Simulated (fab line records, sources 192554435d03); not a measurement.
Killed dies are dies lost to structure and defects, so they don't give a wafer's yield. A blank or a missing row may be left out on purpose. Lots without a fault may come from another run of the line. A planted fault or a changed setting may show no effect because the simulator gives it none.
fab line records | flow n5_finfet
record lots=7 wafers=39
route steps=1938 shown DUMMY_GATE@215 SD_EPI_N@275 HKMG_FIN@435 GATE_CUT@484
start_h: hours from the record's first day to the start of the lot's first wafer shown | wait_h: hours since the lot's step before | " the same as in the row above | L1.1+2: a row that stands for several wafers | - no value, or no start given | * or withheld: withheld | < > ~ a bound
route shown NAME@n: a module of which the file shows steps, and the number in the route of the first | usual: mean/standard deviation of fault-free wafers | same: alike in all rows | chamber/n: place in a boat | sites: the reading at each site | _std_site: their standard deviation | _edge_site: outer sites' mean less inner sites' | radius_mm: how far each site lies from the wafer's centre | mask NAME#n: copy n | behind: the tool/chamber that last shaped the wafer | hold: why the lot was held/for how many hours/how that ended | device: the transistor (n, p or np) that didn't switch | end of line: the same wafers' tests at the end of the route | a step without rows: its recipe alone | killed: dies lost to structure and defects at the first sort, not the wafer's yield | map: a wafer's dies, x killed, . not, _ none there
set.NAME: the setting as run; set.NAME@STEP: as run at that earlier step | model.NAME: the simulator's own value behind a step, which no gauge read
lots whose settings were changed on purpose; a table a step, a row a wafer
## steps
# step N5_DUMMY_GATE_CVD_03
# recipe material=a-Si target_thk_a=1500 temp_c=530 precursor=SiH4 time_s=8042
# columns lot.wafer tool chamber start_h wait_h set.temp_c model.a-Si_of_DUMMY_GATE_CVD_03.thk_nm
L074.1+4 - - - 0.1 547.7 244
L074.2 " - " " 547.7 244.8
L074.3+5 " - " " 547.7 245.2
L074.6 " - " " 547.7 243.8
L078.1+6 - - - 0.1 544.6 225
L078.2 " - " " 544.6 226.2
L078.3 " - " " 544.6 225.2
L078.4 " - " " 544.6 226
L078.5 " - " " 544.6 224.2
L083.1+2+4 lpcvd-01 1/15,1/20,1/29 96.28 0.1 530 152.4
L084.1+4 - - - 0.9 553.7 287
L084.2+3 " - " " 553.7 286.8
L084.5 " - " " 553.7 287.8
L084.6 " - " " 553.7 287.4
L087.1+4 - - - 0.1 548.9 253.6
L087.2 " - " " 548.9 252.4
L087.3 " - " " 548.9 253.8
L087.5 " - " " 548.9 252.2
L087.6 " - " " 548.9 252.6
L089.1+4 - - - 0.1 515.6 99.2
L089.2+6 " - " " 515.6 98.6
L089.3 " - " " 515.6 98.4
L089.5 " - " " 515.6 99.8
L094.1+2 - - - 0.1 510.5 86.8
L094.3+4 " - " " 510.5 86.6
L094.5 " - " " 510.5 88.6
L094.6 " - " " 510.5 86
# step N5_DUMMY_GATE_EXPOSE_12
# recipe mask_id=GATE na=0.33 source_shape=annular sigma_inner=0.2 sigma_outer=0.6 polarization=unpolarized target_cd_nm=25 dose_mj=34
# columns lot.wafer tool chamber start_h wait_h mask set.dose_mj
L074.1+2+4 euv_scanner-01 0 44.75 - GATE#0 34
L074.3+5+6 " 0 " " GATE#0 31.71
L078.1+2+6 euv_scanner-01 0 77.70 - GATE#0 35.49
L078.3+4+5 " 0 " " GATE#0 34
L083.1+2+4 euv_scanner-01 0 104.42 - GATE#0 34
L084.1+5+6 euv_scanner-01 0 108.47 - GATE#0 32.88
L084.2+3+4 " 0 " " GATE#0 34
L087.1+2+3+4+5+6 euv_scanner-02 0 125.63 - GATE#0 34
L089.1+5+6 euv_scanner-02 0 138.01 - GATE#0 34
L089.2+3+4 " 0 " " GATE#0 35.9
L094.1+5+6 euv_scanner-01 0 170.54 - GATE#0 34
L094.2+3+4 " 0 " " GATE#0 32.18
# step N5_DUMMY_GATE_PEB_13
# recipe peb_temp_c=100 peb_time_s=60 resist=CAR-EUV
# step N5_DUMMY_GATE_DEVELOP_14
# recipe develop_time_s=30 developer=TMAH resist=CAR-EUV rinse_liquid=surfactant_rinse dry=air_spin dev_temp_c=23
# step N5_DUMMY_GATE_CD_MEAS_15
# recipe target_cd_nm=25.8 landing_energy_ev=500 detector=se_inlens
# usual cd_nm=25.03/0.26
# columns lot.wafer tool chamber start_h wait_h set.dose_mj@DUMMY_GATE_EXPOSE_12 cd_nm
L074.1 cd_sem-01 0 44.88 - 34 24.92
L074.2 " 0 " " 34 24.80
L074.3 " 0 " " 31.71 26.09
L074.4 " 0 " " 34 25.39
L074.5 " 0 " " 31.71 26.80
L074.6 " 0 " " 31.71 26.44
L078.1 cd_sem-01 0 77.82 - 35.49 24.28
L078.2 " 0 " " 35.49 24.63
L078.3 " 0 " " 34 25.47
L078.4 " 0 " " 34 25.26
L078.5 " 0 " " 34 25.02
L078.6 " 0 " " 35.49 24.40
L083.1 cd_sem-02 0 104.54 - 34 25.32
L083.2 " 0 " " 34 24.69
L083.4 " 0 " " 34 25.81
L084.1 cd_sem-02 0 108.59 - 32.88 25.87
L084.2 " 0 " " 34 25.23
L084.3 " 0 " " 34 25.14
L084.4 " 0 " " 34 24.76
L084.5 " 0 " " 32.88 26.16
L084.6 " 0 " " 32.88 25.33
L087.1 cd_sem-03 0 125.75 - 34 24.74
L087.2 " 0 " " 34 25.25
L087.3 " 0 " " 34 24.47
L087.4 " 0 " " 34 24.83
L087.5 " 0 " " 34 25.03
L087.6 " 0 " " 34 25.00
L089.1 cd_sem-01 0 138.13 - 34 25.48
L089.2 " 0 " " 35.9 24.02
L089.3 " 0 " " 35.9 23.91
L089.4 " 0 " " 35.9 24.01
L089.5 " 0 " " 34 25.46
L089.6 " 0 " " 34 25.24
L094.1 cd_sem-02 0 170.66 - 34 24.85
L094.2 " 0 " " 32.18 26.17
L094.3 " 0 " " 32.18 26.04
L094.4 " 0 " " 32.18 25.88
L094.5 " 0 " " 34 24.83
L094.6 " 0 " " 34 25.37
# step N5_DUMMY_GATE_STRIP_38
# recipe chemistry=N2/H2 temp_c=40 n2_flow_sccm=200 h2_flow_sccm=200 rf_frequency_hz=6e+07
# step N5_DUMMY_GATE_STRIP_39
# recipe chemistry=N2/H2 temp_c=40 n2_flow_sccm=200 h2_flow_sccm=200 rf_frequency_hz=6e+07
# step N5_DUMMY_GATE_TRIM_49
# recipe chemistry=O2 resist=SOC time_s=29 target_cd_nm=14 source_power_w=300 bias_power_w=0 O2_flow_sccm=100 temp_c=20
# columns lot.wafer tool chamber start_h wait_h set.dose_mj@DUMMY_GATE_EXPOSE_12 model.DUMMY_GATE.cd_nm
L074.1 rie_si-02 2 45.24 0.0 34 14.4
L074.2 " 0 " " 34 13.6
L074.3 " 3 " " 31.71 14.8
L074.4 " 1 " " 34 14
L074.5 " 3 " " 31.71 15.2
L074.6 " 2 " " 31.71 15.6
L078.1 rie_si-03 1 78.18 0.0 35.49 12.8
L078.2 " 0 " " 35.49 13.2
L078.3 " 3 " " 34 13.4
L078.4 " 2 " " 34 13.6
L078.5 " 1 " " 34 14
L078.6 " 0 " " 35.49 13
L083.1 rie_si-03 3 106.13 0.0 34 14.2
L083.2 " 2 " " 34 13.6
L083.4 " 0 " " 34 13.4
L084.1+6 rie_si-05 3 109.76 0.0 32.88 14.6
L084.2 " 1 " " 34 13.8
L084.3+4 " 0,2 " " 34 14.2
L084.5 " 2 " " 32.88 15.2
L087.1+2+6 rie_si-05 1,2,1 126.11 0.0 34 13.8
L087.3 " 0 " " 34 13.6
L087.4 " 3 " " 34 13.2
L087.5 " 2 " " 34 14
L089.1+6 rie_si-05 2,1 138.49 0.0 34 14
L089.2+3+4 " 0,3,1 " " 35.9 12.8
L089.5 " 2 " " 34 14.2
L094.1+5 rie_si-02 3,1 171.27 0.0 34 14.4
L094.2 " 1 " " 32.18 15.4
L094.3 " 0 " " 32.18 15
L094.4 " 2 " " 32.18 15.2
L094.6 " 2 " " 34 14.6
# step N5_DUMMY_GATE_ETCH_31
# recipe chemistry=C4F6/O2 target=SiO2 mask_material=SOC target_depth_a=825 time_s=27.5 ion_energy_ev=250 pressure_mtorr=30 source_w=345 bias_w=185 Ar_flow_sccm=300 C4F6_flow_sccm=10 O2_flow_sccm=10
# columns lot.wafer tool chamber start_h wait_h set.target_depth_a model.etch.depth_nm model.SOC_of_DUMMY_GATE_COAT_34.thk_nm
L074.1 rie_diel-05 0 45.43 0.0 825 81.21 51.8
L074.2 " 3 " " 825 82.87 51.8
L074.3 " 2 " " 825 82.14 51.6
L074.4 " 1 " " 825 82.17 51.6
L074.5 " 3 " " 825 82.84 51.8
L074.6 " 0 " " 825 80.63 52
L078.1 rie_diel-04 1 78.38 0.0 825 84.16 51.4
L078.2 " 0 " " 783.4 78.4 51.8
L078.3 " 2 " " 783.4 75.4 52.4
L078.4 " 2 " " 783.4 75.24 52.2
L078.5 " 1 " " 825 84.66 51.2
L078.6 " 0 " " 825 82.57 51.4
L083.1 rie_diel-05 0 106.71 0.3 825 82.96 51.2
L083.2 " 2 " " 825 83.69 51.2
L083.4 " 1 " " 825 82.66 51.2
L084.1 rie_diel-05 3 110.16 0.2 722.9 73.4 52.8
L084.2 " 1 " " 825 82.79 51.6
L084.3 " 0 " " 825 82.62 51.8
L084.4 " 2 " " 722.9 72.61 52.8
L084.5 " 0 " " 825 82 52
L084.6 " 1 " " 722.9 72.49 52.8
L087.1 rie_diel-05 0 126.44 0.2 825 82.54 51.6
L087.2 " 3 " " 913.5 92.29 50.8
L087.3 " 2 " " 913.5 91.98 50.8
L087.4 " 1 " " 825 82.69 51.8
L087.5 " 0 " " 825 81.97 51.8
L087.6 " 1 " " 913.5 91.07 51
L089.1 rie_diel-04 0 138.70 0.0 890.6 88.43 51.2
L089.2 " 3 " " 890.6 89.23 51.2
L089.3 " 1 " " 825 84.28 51.8
L089.4 " 2 " " 825 79.91 52.2
L089.5 " 1 " " 825 84.54 51.8
L089.6 " 0 " " 890.6 88.92 51.2
L094.1 rie_diel-03 3 171.49 0.0 825 81.18 51.8
L094.2 " 2 " " 825 82.34 52
L094.3 " 1 " " 825 83.34 51.8
L094.4 " 0 " " 825 82.18 52
L094.5 " 2 " " 825 83.13 51.8
L094.6 " 3 " " 825 81.31 51.8
# step N5_SD_EPI_N_ETCH_35
# recipe chemistry=N2/H2 target=SOC overetch_a=1080 mask_material=SiARC temp_c=40 ion_energy_ev=100 source_w=3000 bias_w=133 pressure_mtorr=20 time_s=486 n2_flow_sccm=200 h2_flow_sccm=200
# columns lot.wafer tool chamber start_h wait_h set.time_s model.SiARC_of_SD_EPI_N_COAT_33.thk_nm
L074.1 rie_diel-01 3 48.37 0.0 431.9 21.6
L074.2 " 1 " " 431.9 21.2
L074.3 " 0 " " 486 19.8
L074.4 " 2 " " 486 19.2
L074.5 " 1 " " 486 19.4
L074.6 " 2 " " 431.9 21.4
L078.1+5 rie_diel-01 3 81.51 0.0 486 20.2
L078.2+6 " 0 " " 552.2 17.8
L078.3 " 1 " " 486 19.4
L078.4 " 2 " " 552.2 17.4
L083.1 rie_diel-01 0 108.96 0.0 486 20
L083.2+4 " 2,1 " " 486 19.4
L084.1 rie_diel-02 1 112.25 0.0 386.8 23.2
L084.2+4 " 3,2 " " 386.8 22.8
L084.3 " 0 " " 486 20
L084.5 " 2 " " 486 19.4
L084.6 " 3 " " 486 19.8
L087.1 rie_diel-02 2 129.13 0.0 372.2 23
L087.2 " 1 " " 486 20
L087.3+4 " 0,3 " " 486 19.6
L087.5 " 1 " " 372.2 23.6
L087.6 " 2 " " 372.2 23.2
L089.1 rie_diel-01 3 141.00 0.0 486 20.2
L089.2 " 1 " " 486 19.4
L089.3 " 2 " " 486 19.6
L089.4+5 " 0,3 " " 486 20
L089.6 " 0 " " 486 19.8
L094.1 rie_diel-01 0 173.87 0.0 595.2 16.6
L094.2 " 2 " " 486 19.6
L094.3+5 " 1,2 " " 595.2 16.2
L094.4+6 " 3 " " 486 20.2
# step N5_HKMG_FIN_ETCH_32
# recipe chemistry=N2/H2 target=SOC target_depth_a=2400 temp_c=40 time_s=300 ion_energy_ev=200 mask_material=SiARC pressure_mtorr=30 source_w=840 bias_w=150 n2_flow_sccm=200 h2_flow_sccm=200
# columns lot.wafer tool chamber start_h wait_h set.target_depth_a model.etch.depth_nm model.HKMG_FIN.feature_depth_nm model.SiARC_of_HKMG_FIN_COAT_30.thk_nm
L074.1 rie_diel-02 3 81.31 0.0 2700 275.8 275.8 19.2
L074.2 " 1 " " 2400 236.3 236.4 21.2
L074.3 " 0 " " 2700 271.1 271 19.6
L074.4 " 2 " " 2400 247.2 247.2 20.4
L074.5 " 0 " " 2700 272.8 272.8 19.4
L074.6 " 3 " " 2400 243.3 243.2 21
L078.1 rie_diel-06 1 108.11 0.0 2400 243.2 243.2 20.6
L078.2 " 0 " " 2400 247.3 247.2 20.6
L078.3 " 2 " " 2486 252 252 20.2
L078.4 " 0 " " 2486 255.6 255.6 20.2
L078.5 " 1 " " 2400 241 241 20.6
L078.6 " 2 " " 2486 250.2 250.2 20.4
L083.1 rie_diel-02 3 135.71 0.0 2400 238.7 238.6 21.4
L083.2 " 1 " " 2400 231.1 231 21.6
L083.4 " 0 " " 2400 236.5 236.6 21.6
L084.1 rie_diel-01 1 140.49 0.0 2118 214.9 215 23
L084.2 " 2 " " 2400 243.2 243.2 20.8
L084.3 " 0 " " 2118 208.9 209 23.4
L084.4 " 3 " " 2400 232.2 232.2 21.6
L084.5 " 3 " " 2118 204.9 205 23.2
L084.6 " 0 " " 2400 237 237 21.8
L087.1 rie_diel-06 1 157.01 0.0 2096 211.2 211.2 22.6
L087.2 " 2 " " 2400 243.1 243 21
L087.3 " 0 " " 2400 245.7 245.8 20.8
L087.4 " 3 " " 2096 223.1 223 22.6
L087.5 " 3 " " 2400 255.2 255.2 20.6
L087.6 " 2 " " 2096 209.3 209.4 22.8
L089.1 rie_diel-02 1 167.24 0.0 2400 233.9 233.8 21.4
L089.2 " 3 " " 2400 242.3 242.2 21
L089.3 " 2 " " 2400 245.1 245.2 20.6
L089.4 " 0 " " 2400 238 238 21.4
L089.5 " 1 " " 2400 232.4 232.4 21.4
L089.6 " 0 " " 2400 238.3 238.4 21.4
L094.1 rie_diel-01 0 200.71 0.0 2538 250.5 250.6 21
L094.2 " 3 " " 2538 247 247 20.8
L094.3 " 1 " " 2400 247.1 247 21
L094.4 " 2 " " 2400 241.5 241.4 20.8
L094.5 " 3 " " 2538 247.9 247.8 20.8
L094.6 " 0 " " 2400 236.8 236.8 21.8
# step N5_HKMG_FIN_NWFM_ALD_20
# recipe material=TiAlC target_thk_a=20 temp_c=300 ald_precursor_family=TiCl4 ald_co_reactant=TEA pulse_time_s=3 purge_time_s=2 co_reactant_purge_time_s=2 co_reactant_pulse_time_s=10 ald_cycles=7 pressure_torr=3
# columns lot.wafer tool chamber start_h wait_h set.ald_cycles model.TiAlC_of_HKMG_FIN_NWFM_ALD_20.thk_nm
L074.1+6 ald_metal-04 0,1 83.23 0.3 6 1.8
L074.2+3+4 " 3,2,1 " " 7 2
L074.5 " 2 " " 6 1.6
L078.1+4+6 ald_metal-02 2,1,3 110.12 0.3 7 2
L078.2+3+5 " 3,0,2 " " 6 1.8
L083.1+2+4 ald_metal-02 1,3,2 138.41 0.3 7 2
L084.1+2+3+4+5+6 ald_metal-02 0,1,2,3,2,3 143.03 0.3 7 2
L087.1 ald_metal-02 0 159.08 0.3 6 1.6
L087.2+4+6 " 2,3,1 " " 7 2
L087.3+5 " 1,2 " " 6 1.8
L089.1+2+5 ald_metal-04 2,0,2 169.10 0.3 7 2
L089.3+4+6 " 1,3,3 " " 8 2.2
L094.1+2+3+4+5+6 ald_metal-04 2,1,0,3,1,2 202.58 0.3 7 2
# step N5_GATE_CUT_EXPOSE_10
# recipe mask_id=GATE_CUT na=0.33 source_shape=annular sigma_inner=0.35 sigma_outer=0.8 polarization=unpolarized target_cd_nm=20 dose_mj=43.25
# columns lot.wafer tool chamber start_h wait_h mask set.dose_mj
L074.1+2+3 euv_scanner-02 0 91.65 - GATE_CUT#0 43.25
L074.4+5+6 " 0 " " GATE_CUT#0 46.02
L078.1+2+6 euv_scanner-01 0 116.25 - GATE_CUT#0 43.25
L078.3+4+5 " 0 " " GATE_CUT#0 39.99
L083.1+2+4 euv_scanner-01 0 144.53 - GATE_CUT#0 43.25
L084.1+2+5 euv_scanner-01 0 149.43 - GATE_CUT#0 44.99
L084.3+4+6 " 0 " " GATE_CUT#0 43.25
L087.1+2+3 euv_scanner-02 0 165.58 - GATE_CUT#0 43.25
L087.4+5+6 " 0 " " GATE_CUT#0 45.3
L089.1+2+3 euv_scanner-01 0 176.06 - GATE_CUT#0 43.25
L089.4+5+6 " 0 " " GATE_CUT#0 44.99
L094.1+4+6 euv_scanner-02 0 209.24 - GATE_CUT#0 43.25
L094.2+3+5 " 0 " " GATE_CUT#0 41.28
# step N5_GATE_CUT_PEB_11
# recipe peb_temp_c=100 peb_time_s=60 resist=CAR-EUV
# step N5_GATE_CUT_DEVELOP_12
# recipe develop_time_s=30 developer=TMAH resist=CAR-EUV rinse_liquid=surfactant_rinse dry=air_spin dev_temp_c=23
# step N5_GATE_CUT_CD_MEAS_13
# recipe target_cd_nm=20 landing_energy_ev=500 detector=se_inlens
# usual cd_nm=20.04/0.22
# columns lot.wafer tool chamber start_h wait_h set.dose_mj@GATE_CUT_EXPOSE_10 cd_nm
L074.1 cd_sem-01 0 91.79 - 43.25 19.51
L074.2 " 0 " " 43.25 19.93
L074.3 " 0 " " 43.25 20.16
L074.4 " 0 " " 46.02 21.38
L074.5 " 0 " " 46.02 21.51
L074.6 " 0 " " 46.02 21.50
L078.1 cd_sem-01 0 116.38 - 43.25 20.16
L078.2 " 0 " " 43.25 19.98
L078.3 " 0 " " 39.99 18.20
L078.4 " 0 " " 39.99 18.36
L078.5 " 0 " " 39.99 17.61
L078.6 " 0 " " 43.25 20.40
L083.1 cd_sem-01 0 144.66 - 43.25 19.98
L083.2 " 0 " " 43.25 20.48
L083.4 " 0 " " 43.25 20.44
L084.1 cd_sem-02 0 149.56 - 44.99 21.29
L084.2 " 0 " " 44.99 20.92
L084.3 " 0 " " 43.25 20.37
L084.4 " 0 " " 43.25 20.33
L084.5 " 0 " " 44.99 21.10
L084.6 " 0 " " 43.25 20.33
L087.1 cd_sem-02 0 165.71 - 43.25 19.86
L087.2 " 0 " " 43.25 20.40
L087.3 " 0 " " 43.25 20.32
L087.4 " 0 " " 45.3 20.87
L087.5 " 0 " " 45.3 21.31
L087.6 " 0 " " 45.3 21.13
L089.1 cd_sem-03 0 176.19 - 43.25 20.21
L089.2 " 0 " " 43.25 19.94
L089.3 " 0 " " 43.25 20.21
L089.4 " 0 " " 44.99 20.89
L089.5 " 0 " " 44.99 20.86
L089.6 " 0 " " 44.99 20.86
L094.1 cd_sem-03 0 209.38 - 43.25 19.86
L094.2 " 0 " " 41.28 18.61
L094.3 " 0 " " 41.28 18.95
L094.4 " 0 " " 43.25 20.12
L094.5 " 0 " " 41.28 18.81
L094.6 " 0 " " 43.25 19.91
# step N5_GATE_CUT_DESCUM_18
# recipe chemistry=O2 time_s=7 source_power_w=50 bias_power_w=20 pressure_mtorr=20 rf_frequency_hz=2.712e+07 temp_c=40 resist=CAR-EUV o2_flow_sccm=225
# columns lot.wafer tool chamber start_h wait_h set.dose_mj@GATE_CUT_EXPOSE_10 model.GATE_CUT.cd_nm
L074.1 rie_diel-05 2 91.91 0.0 43.25 19.8
L074.2+3 " 3,1 " " 43.25 20.2
L074.4 " 0 " " 46.02 21.2
L074.5+6 " 3,0 " " 46.02 21.4
L078.1+2 rie_diel-04 0,2 116.55 0.1 43.25 20.2
L078.3+4 " 1,0 " " 39.99 18.2
L078.5 " 1 " " 39.99 18
L078.6 " 2 " " 43.25 20
L083.1+2+4 rie_diel-05 0,2,3 144.80 0.0 43.25 20
L084.1+5 rie_diel-05 2,3 149.68 0.0 44.99 21
L084.2 " 1 " " 44.99 21.2
L084.3 " 0 " " 43.25 20.2
L084.4 " 3 " " 43.25 20.4
L084.6 " 2 " " 43.25 20
L087.1 rie_diel-04 0 167.48 1.7 43.25 20
L087.2+3 " 2,3 " " 43.25 20.2
L087.4+5+6 " 1,2,1 " " 45.3 21
L089.1 rie_diel-04 1 176.32 0.0 43.25 20.2
L089.2+3 " 0,2 " " 43.25 20
L089.4 " 3 " " 44.99 20.8
L089.5 " 3 " " 44.99 20.6
L089.6 " 0 " " 44.99 21
L094.1 rie_diel-03 1 209.50 0.0 43.25 19.8
L094.2+5 " 3,1 " " 41.28 19
L094.3 " 2 " " 41.28 18.8
L094.4+6 " 0 " " 43.25 20
# step N5_GATE_CUT_ETCH_28
# recipe chemistry=N2/H2 target=underlayer target_depth_a=130 mask_material=CAR-EUV time_s=10.4 ion_energy_ev=200 pressure_mtorr=30 source_w=840 bias_w=150 n2_flow_sccm=200 h2_flow_sccm=200 ends=cleared
# step N5_GATE_CUT_ETCH_36
# recipe chemistry=CF4 target=SiARC target_depth_a=130 mask_material=CAR-EUV time_s=21.7 ion_energy_ev=80 pressure_mtorr=40 source_w=545 bias_w=36 Ar_flow_sccm=100 cf4_flow_sccm=100 ends=cleared
# columns lot.wafer tool chamber start_h wait_h set.dose_mj@GATE_CUT_EXPOSE_10 model.GATE_CUT.cd_nm
L074.1 rie_diel-05 2 91.96 0.0 43.25 20
L074.2+3 " 3,1 " " 43.25 20.2
L074.4 " 0 " " 46.02 21.2
L074.5 " 3 " " 46.02 21.4
L074.6 " 0 " " 46.02 21.6
L078.1 rie_diel-04 0 116.60 0.0 43.25 20.6
L078.2+6 " 2 " " 43.25 20.2
L078.3 " 1 " " 39.99 18.2
L078.4 " 0 " " 39.99 18.4
L078.5 " 1 " " 39.99 18
L083.1 rie_diel-05 0 144.86 0.0 43.25 19.8
L083.2 " 2 " " 43.25 20.2
L083.4 " 3 " " 43.25 20
L084.1+5 rie_diel-05 2,3 149.74 0.0 44.99 21
L084.2 " 1 " " 44.99 21.2
L084.3+4+6 " 0,3,2 " " 43.25 20.2
L087.1 rie_diel-04 0 167.53 0.0 43.25 20.2
L087.2+3 " 2,3 " " 43.25 20
L087.4+5+6 " 1,2,1 " " 45.3 21
L089.1+2 rie_diel-04 1,0 176.37 0.0 43.25 20.2
L089.3 " 2 " " 43.25 20
L089.4 " 3 " " 44.99 20.8
L089.5 " 3 " " 44.99 20.6
L089.6 " 0 " " 44.99 21.2
L094.1+6 rie_diel-03 1,0 209.55 0.0 43.25 20
L094.2 " 3 " " 41.28 19
L094.3 " 2 " " 41.28 18.8
L094.4 " 0 " " 43.25 19.8
L094.5 " 1 " " 41.28 19.2
## key
split step=N5_DUMMY_GATE_CVD_03 setting=temp_c stated=530 by=lot
response step=N5_DUMMY_GATE_CVD_03 reading=model.a-Si_of_DUMMY_GATE_CVD_03.thk_nm change=+24.1 per=1% r=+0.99
split step=N5_DUMMY_GATE_EXPOSE_12 setting=dose_mj stated=34 by=wafer
response step=N5_DUMMY_GATE_CD_MEAS_15 reading=cd_nm change=-0.213 per=1% r=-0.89
response step=N5_DUMMY_GATE_TRIM_49 reading=model.DUMMY_GATE.cd_nm change=-0.181 per=1% r=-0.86
split step=N5_DUMMY_GATE_ETCH_31 setting=target_depth_a stated=825 by=wafer
response step=N5_DUMMY_GATE_ETCH_31 reading=model.etch.depth_nm change=+0.854 per=1% r=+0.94
response step=N5_DUMMY_GATE_ETCH_31 reading=model.SOC_of_DUMMY_GATE_COAT_34.thk_nm change=-0.0884 per=1% r=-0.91
split step=N5_SD_EPI_N_ETCH_35 setting=time_s stated=486 by=wafer
response step=N5_SD_EPI_N_ETCH_35 reading=model.SiARC_of_SD_EPI_N_COAT_33.thk_nm change=-0.159 per=1% r=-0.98
split step=N5_HKMG_FIN_ETCH_32 setting=target_depth_a stated=2400 by=wafer
response step=N5_HKMG_FIN_ETCH_32 reading=model.etch.depth_nm change=+2.41 per=1% r=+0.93
response step=N5_HKMG_FIN_ETCH_32 reading=model.HKMG_FIN.feature_depth_nm change=+2.41 per=1% r=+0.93
response step=N5_HKMG_FIN_ETCH_32 reading=model.SiARC_of_HKMG_FIN_COAT_30.thk_nm change=-0.132 per=1% r=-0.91
split step=N5_HKMG_FIN_NWFM_ALD_20 setting=ald_cycles stated=7 by=wafer
response step=N5_HKMG_FIN_NWFM_ALD_20 reading=model.TiAlC_of_HKMG_FIN_NWFM_ALD_20.thk_nm change=+0.0163 per=1% r=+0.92
split step=N5_GATE_CUT_EXPOSE_10 setting=dose_mj stated=43.25 by=wafer
response step=N5_GATE_CUT_CD_MEAS_13 reading=cd_nm change=+0.242 per=1% r=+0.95
response step=N5_GATE_CUT_DESCUM_18 reading=model.GATE_CUT.cd_nm change=+0.221 per=1% r=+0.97
response step=N5_GATE_CUT_ETCH_36 reading=model.GATE_CUT.cd_nm change=+0.227 per=1% r=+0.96
